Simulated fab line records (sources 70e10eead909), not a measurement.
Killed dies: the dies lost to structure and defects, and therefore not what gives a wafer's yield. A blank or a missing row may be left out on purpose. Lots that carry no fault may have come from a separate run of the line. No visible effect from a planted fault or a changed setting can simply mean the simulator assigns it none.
The tool behind it: which one? | flow nand harc | 24 lots, 72 wafers sampled, at 6 steps of a route of 1302

== WHAT EACH GAUGE READ, for each wafer ==
NHARC_A_M1_INSPECT_11. Usual: raw defect count reads 90 (standard deviation 43).
lot  | measured     | on                | raw defect count | flag
L075 | day 23 15:55 | defect inspect-02 | 109 99 104       |
L074 | day 23 17:59 | defect inspect-02 | 71 66 70         |
L077 | day 23 18:47 | defect inspect-02 | 63 64 74         |
L076 | day 23 22:12 | defect inspect-02 | 115 96 129       |
L078 | day 24 05:26 | defect inspect-02 | 39 35 31         |
L081 | day 25 09:10 | defect inspect-01 | 143 148 150      |
L080 | day 25 15:59 | defect inspect-02 | 132 117 138      |
L079 | day 25 18:08 | defect inspect-02 | 162 154 151      |
L082 | day 26 19:47 | defect inspect-01 | 129 117 145      |
L083 | day 26 21:54 | defect inspect-02 | 38 46 48         |
L084 | day 26 23:29 | defect inspect-01 | 96 90 92         |
L085 | day 27 00:47 | defect inspect-02 | 67 72 70         |
L086 | day 27 14:46 | defect inspect-01 | 40 48 53         |
L087 | day 28 21:01 | defect inspect-01 | 125 105 90       |
L088 | day 28 21:41 | defect inspect-02 | 76 61 58         |
L089 | day 29 04:26 | defect inspect-01 | 134 129 115      |
L090 | day 29 10:22 | defect inspect-01 | 67 66 64         |
L091 | day 30 01:15 | defect inspect-01 | 33 33 29         |
L094 | day 30 17:19 | defect inspect-01 | 83 89 100        |
L092 | day 30 19:46 | defect inspect-01 | 159 157 169      |
L093 | day 31 00:14 | defect inspect-01 | 89 70 71         |
L096 | day 32 06:08 | defect inspect-01 | 26 31 31         |
L095 | day 32 16:44 | defect inspect-01 | 32 46 54         |
L097 | day 32 20:23 | defect inspect-02 | 159 141 158      |

NHARC_A_M1_INSPECT_27. Usual: raw defect count reads 585 (standard deviation 130).
lot  | measured     | on                | raw defect count | flag
L075 | day 23 18:33 | defect inspect-01 | 437 587 554      |
L074 | day 23 20:53 | defect inspect-02 | 518 463 457      |
L077 | day 23 21:26 | defect inspect-01 | 849 755 700      |
L076 | day 24 00:53 | defect inspect-01 | 351 404 398      |
L078 | day 24 08:08 | defect inspect-01 | 557 682 846      |
L081 | day 25 12:05 | defect inspect-01 | 649 535 592      |
L080 | day 25 18:36 | defect inspect-02 | 598 510 688      |
L079 | day 25 20:46 | defect inspect-02 | 670 683 732      |
L082 | day 26 22:29 | defect inspect-01 | 504 624 693      |
L083 | day 27 00:37 | defect inspect-01 | 531 923 501      |
L084 | day 27 02:18 | defect inspect-02 | 601 432 548      |
L085 | day 27 03:34 | defect inspect-01 | 501 453 718      |
L086 | day 27 17:24 | defect inspect-01 | 618 544 493      |
L087 | day 28 23:39 | defect inspect-01 | 539 690 691      |
L088 | day 29 00:21 | defect inspect-01 | 667 462 684      |
L089 | day 29 07:04 | defect inspect-01 | 755 729 605      |
L090 | day 29 13:00 | defect inspect-02 | 463 735 598      |
L091 | day 30 03:53 | defect inspect-01 | 459 518 445      |
L094 | day 30 19:59 | defect inspect-02 | 552 605 594      |
L092 | day 30 22:28 | defect inspect-02 | 644 514 534      |
L093 | day 31 02:53 | defect inspect-02 | 555 455 483      |
L096 | day 32 08:50 | defect inspect-01 | 487 724 536      |
L095 | day 32 19:26 | defect inspect-01 | 417 682 474      |
L097 | day 32 23:02 | defect inspect-01 | 530 720 512      |

== TOOL THAT RAN EACH LOT (tool first, then ch and the chambers of the sampled wafers, then the start) ==
lot  | NHARC_A_CONTACT_CMP_20        | NHARC_A_BLC_CVD_24                       | NHARC_A_M0_PVD_20                       | NHARC_A_M1_ETCH_35
L075 | cmp-04 ch 1,2, day 23 06:46   | cvd w-02 ch 0,1, day 23 15:55 or earlier | pvd sputter-01, day 23 15:55 or earlier | rie diel-12 ch 0,2,3, day 23 16:04
L074 | cmp-04 ch 0,1,2, day 23 08:25 | cvd w-01 ch 0,1, day 23 17:59 or earlier | pvd sputter-03, day 23 17:59 or earlier | rie diel-10 ch 2,3, day 23 18:07
L077 | cmp-04 ch 0,2,3, day 23 09:48 | cvd w-01 ch 0,1, day 23 18:47 or earlier | pvd sputter-02, day 23 18:47 or earlier | rie diel-11 ch 0,1,2, day 23 18:56
L076 | cmp-02 ch 1,2, day 23 13:05   | cvd w-02 ch 0,1, day 23 22:12 or earlier | pvd sputter-01, day 23 22:12 or earlier | rie diel-11 ch 0,2, day 23 22:21
L078 | cmp-04 ch 0,1,2, day 23 20:10 | cvd w-02 ch 0,1, day 24 05:26 or earlier | pvd sputter-02, day 24 05:26 or earlier | rie diel-10 ch 0,1,2, day 24 05:34
L081 | cmp-02 ch 1,3, day 24 23:53   | cvd w-02 ch 0,1, day 25 09:10 or earlier | pvd sputter-01, day 25 09:10 or earlier | rie diel-11 ch 1,2,3, day 25 09:19
L080 | cmp-03 ch 0,1,3, day 25 05:59 | cvd w-01 ch 0,1, day 25 15:59 or earlier | pvd sputter-03, day 25 15:59 or earlier | rie diel-11 ch 1,2, day 25 16:07
L079 | cmp-02 ch 0,1,3, day 25 08:58 | cvd w-02 ch 0,1, day 25 18:08 or earlier | pvd sputter-02, day 25 18:08 or earlier | rie diel-11 ch 0,3, day 25 18:17
L082 | cmp-03 ch 1,2,3, day 26 10:33 | cvd w-01 ch 0,1, day 26 19:47 or earlier | pvd sputter-02, day 26 19:47 or earlier | rie diel-12 ch 1,2,3, day 26 19:56
L083 | cmp-03 ch 0,1, day 26 12:55   | cvd w-01 ch 0,1, day 26 21:54 or earlier | pvd sputter-03, day 26 21:54 or earlier | rie diel-12 ch 0,1, day 26 22:02
L084 | cmp-02 ch 0,1,3, day 26 14:10 | cvd w-02 ch 0,1, day 26 23:29 or earlier | pvd sputter-03, day 26 23:29 or earlier | rie diel-10 ch 0,2,3, day 26 23:38
L085 | cmp-04 ch 1,2, day 26 15:50   | cvd w-01 ch 0,1, day 27 00:47 or earlier | pvd sputter-03, day 27 00:47 or earlier | rie diel-10 ch 0,2,3, day 27 00:58
L086 | cmp-02 ch 0,1,2, day 27 05:56 | cvd w-01 ch 0,1, day 27 14:46 or earlier | pvd sputter-02, day 27 14:46 or earlier | rie diel-11 ch 0,1, day 27 14:56
L087 | cmp-03 ch 1,2,3, day 28 12:00 | cvd w-02 ch 0, day 28 21:01 or earlier   | pvd sputter-02, day 28 21:01 or earlier | rie diel-11 ch 1,2,3, day 28 21:10
L088 | cmp-02 ch 0,2,3, day 28 12:44 | cvd w-01 ch 0,1, day 28 21:41 or earlier | pvd sputter-03, day 28 21:41 or earlier | rie diel-11 ch 1,2,3, day 28 21:49
L089 | cmp-04 ch 1,2, day 28 19:26   | cvd w-02 ch 0,1, day 29 04:26 or earlier | pvd sputter-02, day 29 04:26 or earlier | rie diel-11 ch 0,2,3, day 29 04:36
L090 | cmp-03 ch 1,2,3, day 29 01:10 | cvd w-01 ch 0,1, day 29 10:22 or earlier | pvd sputter-01, day 29 10:22 or earlier | rie diel-11 ch 1,2,3, day 29 10:31
L091 | cmp-04 ch 1,3, day 29 16:12   | cvd w-01 ch 0,1, day 30 01:15 or earlier | pvd sputter-01, day 30 01:15 or earlier | rie diel-10 ch 1,3, day 30 01:24
L094 | cmp-02 ch 1,3, day 30 08:16   | cvd w-01 ch 0,1, day 30 17:19 or earlier | pvd sputter-01, day 30 17:19 or earlier | rie diel-12 ch 0,2,3, day 30 17:28
L092 | cmp-04 ch 1,2,3, day 30 10:31 | cvd w-01 ch 0,1, day 30 19:46 or earlier | pvd sputter-01, day 30 19:46 or earlier | rie diel-10 ch 0,1,3, day 30 19:55
L093 | cmp-04 ch 1,2, day 30 14:43   | cvd w-01 ch 0,1, day 31 00:14 or earlier | pvd sputter-01, day 31 00:14 or earlier | rie diel-11 ch 1,2,3, day 31 00:24
L096 | cmp-02 ch 0,1, day 31 20:36   | cvd w-02 ch 1, day 32 06:08 or earlier   | pvd sputter-03, day 32 06:08 or earlier | rie diel-12 ch 0,2, day 32 06:17
L095 | cmp-02 ch 0,1,3, day 32 07:46 | cvd w-01 ch 0,1, day 32 16:44 or earlier | pvd sputter-02, day 32 16:44 or earlier | rie diel-12 ch 1,2, day 32 16:53
L097 | cmp-02 ch 0,1,3, day 32 11:32 | cvd w-01 ch 0,1, day 32 20:23 or earlier | pvd sputter-02, day 32 20:23 or earlier | rie diel-12 ch 0,2,3, day 32 20:32
- NHARC_A_CONTACT_CMP_20: polishes, t overpolish 30 s, target thk 300 nm.
- NHARC_A_BLC_CVD_24: deposits W, target thk 150 nm, time 434 s.
- NHARC_A_M0_PVD_20: deposits TaN, target thk 5 nm, time 8.06 s.
- NHARC_A_M1_ETCH_35: etches the open film in N2/H2, target depth 40 nm, overetch 12 nm, time 43.94 s.

== WHAT THE TOOLS THEMSELVES READ (means of the sampled wafers that have a number; where no wafer has one, the mark that the record gives instead) ==
NHARC_A_CONTACT_CMP_20. Usual: motor current A 12.4 A, standard deviation 1.2; overpolish run s 30.000 s, standard deviation 0.0092; retaining ring pressure frac 1.000, standard deviation 0.0046; time to endpoint s 59 s, standard deviation 3.1.
lot  | tool   | motor current A (A) | overpolish run s (s) | retaining ring pressure frac | time to endpoint s (s) | flag
L075 | cmp-04 | 13.3                | 30.003               | 1.004                        | 61                     |
L074 | cmp-04 | 13.5                | 30.001               | 1.004                        | 55                     |
L077 | cmp-04 | 12.8                | 30.002               | 1.001                        | 51                     |
L076 | cmp-02 | 11.5                | 29.997               | 1.003                        | 61                     |
L078 | cmp-04 | 13.1                | 29.997               | 0.996                        | 59                     |
L081 | cmp-02 | 12.0                | 30.000               | 0.997                        | 59                     |
L080 | cmp-03 | 11.5                | 30.012               | 1.003                        | 61                     |
L079 | cmp-02 | 12.7                | 30.004               | 1.000                        | 59                     |
L082 | cmp-03 | 11.3                | 30.001               | 1.002                        | 57                     |
L083 | cmp-03 | 11.1                | 30.006               | 0.998                        | 59                     |
L084 | cmp-02 | 12.8                | 30.007               | 1.001                        | 59                     |
L085 | cmp-04 | 14.1                | 29.997               | 0.999                        | 60                     |
L086 | cmp-02 | 12.0                | 30.006               | 0.997                        | 61                     |
L087 | cmp-03 | 10.8                | 29.990               | 1.000                        | 59                     |
L088 | cmp-02 | 13.1                | 29.990               | 1.004                        | 64                     |
L089 | cmp-04 | 14.0                | 30.000               | 1.001                        | 62                     |
L090 | cmp-03 | 11.3                | 29.997               | 0.998                        | 61                     |
L091 | cmp-04 | 13.6                | 30.004               | 1.005                        | 59                     |
L094 | cmp-02 | 12.1                | 30.000               | 0.998                        | 56                     |
L092 | cmp-04 | 13.1                | 30.001               | 0.998                        | 59                     |
L093 | cmp-04 | 13.8                | 29.998               | 0.993                        | 58                     |
L096 | cmp-02 | 11.8                | 29.998               | 1.000                        | 62                     |
L095 | cmp-02 | 12.5                | 30.001               | 0.999                        | 60                     |
L097 | cmp-02 | 12.1                | 29.994               | 0.998                        | 55                     |

NHARC_A_BLC_CVD_24. Usual: heater power w 485 W, standard deviation 69; mfc h2 sccm 1600 sccm, standard deviation 5.5; throttle valve pct 8.04 %, standard deviation 0.25.
lot  | tool     | heater power w (W) | mfc h2 sccm (sccm) | throttle valve pct (%) | flag
L075 | cvd w-02 | 529                | 1607               | 8.27                   |
L074 | cvd w-01 | 441                | 1592               | 8.10                   |
L077 | cvd w-01 | 439                | 1598               | 8.07                   |
L076 | cvd w-02 | 536                | 1600               | 8.14                   |
L078 | cvd w-02 | 567                | 1600               | 8.35                   |
L081 | cvd w-02 | 573                | 1596               | 8.35                   |
L080 | cvd w-01 | 434                | 1602               | 7.93                   |
L079 | cvd w-02 | 577                | 1595               | 8.24                   |
L082 | cvd w-01 | 451                | 1602               | 7.95                   |
L083 | cvd w-01 | 437                | 1601               | 8.00                   |
L084 | cvd w-02 | 563                | 1601               | 8.41                   |
L085 | cvd w-01 | 449                | 1605               | 7.83                   |
L086 | cvd w-01 | 450                | 1600               | 7.85                   |
L087 | cvd w-02 | 523                | 1599               | 7.78                   |
L088 | cvd w-01 | 457                | 1601               | 7.77                   |
L089 | cvd w-02 | 581                | 1592               | 8.35                   |
L090 | cvd w-01 | 427                | 1599               | 8.00                   |
L091 | cvd w-01 | 454                | 1603               | 7.90                   |
L094 | cvd w-01 | 450                | 1594               | 7.83                   |
L092 | cvd w-01 | 439                | 1600               | 8.05                   |
L093 | cvd w-01 | 430                | 1606               | 7.95                   |
L096 | cvd w-02 | 617                | 1595               | 8.41                   |
L095 | cvd w-01 | 423                | 1596               | 7.70                   |
L097 | cvd w-01 | 423                | 1606               | 7.81                   |

NHARC_A_M0_PVD_20. Usual: bias v 168.5 V, standard deviation 1.7; throttle valve pct 30.1 %, standard deviation 1.2.
lot  | tool           | bias v (V) | throttle valve pct (%) | flag
L075 | pvd sputter-01 | 168.7      | 29.3                   |
L074 | pvd sputter-03 | 168.7      | 30.4                   |
L077 | pvd sputter-02 | 167.5      | 30.3                   |
L076 | pvd sputter-01 | 168.3      | 30.1                   |
L078 | pvd sputter-02 | 167.1      | 28.9                   |
L081 | pvd sputter-01 | 168.9      | 29.5                   |
L080 | pvd sputter-03 | 170.6      | 30.4                   |
L079 | pvd sputter-02 | 166.1      | 30.2                   |
L082 | pvd sputter-02 | 168.8      | 29.2                   |
L083 | pvd sputter-03 | 167.8      | 30.3                   |
L084 | pvd sputter-03 | 169.7      | 30.9                   |
L085 | pvd sputter-03 | 167.9      | 31.3                   |
L086 | pvd sputter-02 | 170.4      | 29.8                   |
L087 | pvd sputter-02 | 169.8      | 28.2                   |
L088 | pvd sputter-03 | 168.5      | 31.0                   |
L089 | pvd sputter-02 | 168.1      | 29.0                   |
L090 | pvd sputter-01 | 166.9      | 30.4                   |
L091 | pvd sputter-01 | 170.4      | 30.2                   |
L094 | pvd sputter-01 | 168.5      | 29.9                   |
L092 | pvd sputter-01 | 169.4      | 29.5                   |
L093 | pvd sputter-01 | 168.1      | 29.9                   |
L096 | pvd sputter-03 | 166.5      | 31.8                   |
L095 | pvd sputter-02 | 168.9      | 29.6                   |
L097 | pvd sputter-02 | 169.6      | 29.5                   |

NHARC_A_M1_ETCH_35. Usual: drypump motor current A 5.6 A, standard deviation 0.42; oes product au 1.000 a.u., standard deviation 0.01; rf fwd power W 395.2 W, standard deviation 2; rf vpp V 431.6 V, standard deviation 2.7; showerhead plenum p Torr 2.08 Torr, standard deviation 0.09; throttle valve pct 14.172 %, standard deviation 0.0084.
lot  | tool        | drypump motor current A (A) | oes product au (a.u.) | rf fwd power W (W) | rf vpp V (V) | showerhead plenum p Torr (Torr) | throttle valve pct (%) | flag
L075 | rie diel-12 | 5.4                         | 0.996                 | 394.1              | 430.8        | 2.05                            | 14.171                 |
L074 | rie diel-10 | 5.8                         | 1.005                 | 396.9              | 428.4        | 1.98                            | 14.169                 |
L077 | rie diel-11 | 5.4                         | 1.001                 | 395.1              | 431.4        | 2.09                            | 14.176                 |
L076 | rie diel-11 | 5.9                         | 1.000                 | 394.0              | 433.7        | 2.15                            | 14.168                 |
L078 | rie diel-10 | 6.0                         | 1.004                 | 394.9              | 429.5        | 1.99                            | 14.174                 |
L081 | rie diel-11 | 5.5                         | 0.996                 | 393.1              | 432.8        | 2.12                            | 14.168                 |
L080 | rie diel-11 | 5.2                         | 0.988                 | 393.4              | 431.3        | 2.06                            | 14.167                 |
L079 | rie diel-11 | 5.6                         | 0.995                 | 397.1              | 433.0        | 2.15                            | 14.176                 |
L082 | rie diel-12 | 5.5                         | 1.003                 | 394.5              | 431.1        | 2.07                            | 14.170                 |
L083 | rie diel-12 | 5.4                         | 0.987                 | 394.4              | 429.8        | 2.01                            | 14.170                 |
L084 | rie diel-10 | 6.0                         | 1.009                 | 396.6              | 430.7        | 2.05                            | 14.169                 |
L085 | rie diel-10 | 6.0                         | 1.004                 | 396.3              | 432.0        | 2.05                            | 14.181                 |
L086 | rie diel-11 | 5.2                         | 0.998                 | 395.3              | 430.9        | 2.06                            | 14.176                 |
L087 | rie diel-11 | 5.5                         | 1.004                 | 395.1              | 433.0        | 2.12                            | 14.170                 |
L088 | rie diel-11 | 5.5                         | 1.006                 | 393.8              | 433.5        | 2.12                            | 14.179                 |
L089 | rie diel-11 | 5.8                         | 0.996                 | 397.1              | 433.8        | 2.15                            | 14.175                 |
L090 | rie diel-11 | 5.5                         | 0.994                 | 395.2              | 432.0        | 2.12                            | 14.172                 |
L091 | rie diel-10 | 6.0                         | 1.000                 | 394.8              | 430.2        | 2.03                            | 14.165                 |
L094 | rie diel-12 | 5.4                         | 1.017                 | 394.6              | 430.8        | 2.05                            | 14.172                 |
L092 | rie diel-10 | 6.1                         | 1.005                 | 395.6              | 431.8        | 2.07                            | 14.165                 |
L093 | rie diel-11 | 5.5                         | 1.001                 | 394.5              | 433.1        | 2.12                            | 14.179                 |
L096 | rie diel-12 | 5.4                         | 0.995                 | 393.0              | 428.9        | 1.99                            | 14.169                 |
L095 | rie diel-12 | 5.3                         | 1.005                 | 393.4              | 430.1        | 2.00                            | 14.166                 |
L097 | rie diel-12 | 5.4                         | 0.999                 | 393.5              | 430.6        | 2.04                            | 14.175                 |

== THE ANSWER, worked out from the rows above alone ==
Rule: a lot is off if the mean of its wafers that have a number lies more than 3 standard deviations from the usual mean. A lot without any number at a reading at which 4 lots or more have one is off too. Where the step has rows for the other lots, those lots are counted as sound. The gauges are gone through in route order, then the tools' own readings, and for those a lot's mean is taken as printed above. At the first step where some lot is off, the reading lying furthest off is the one used; lots without a number count as furthest.
No lot is off on any of the readings shown, so nothing can be concluded from this.

== WHAT THE SIMULATOR HAD PUT IN ==
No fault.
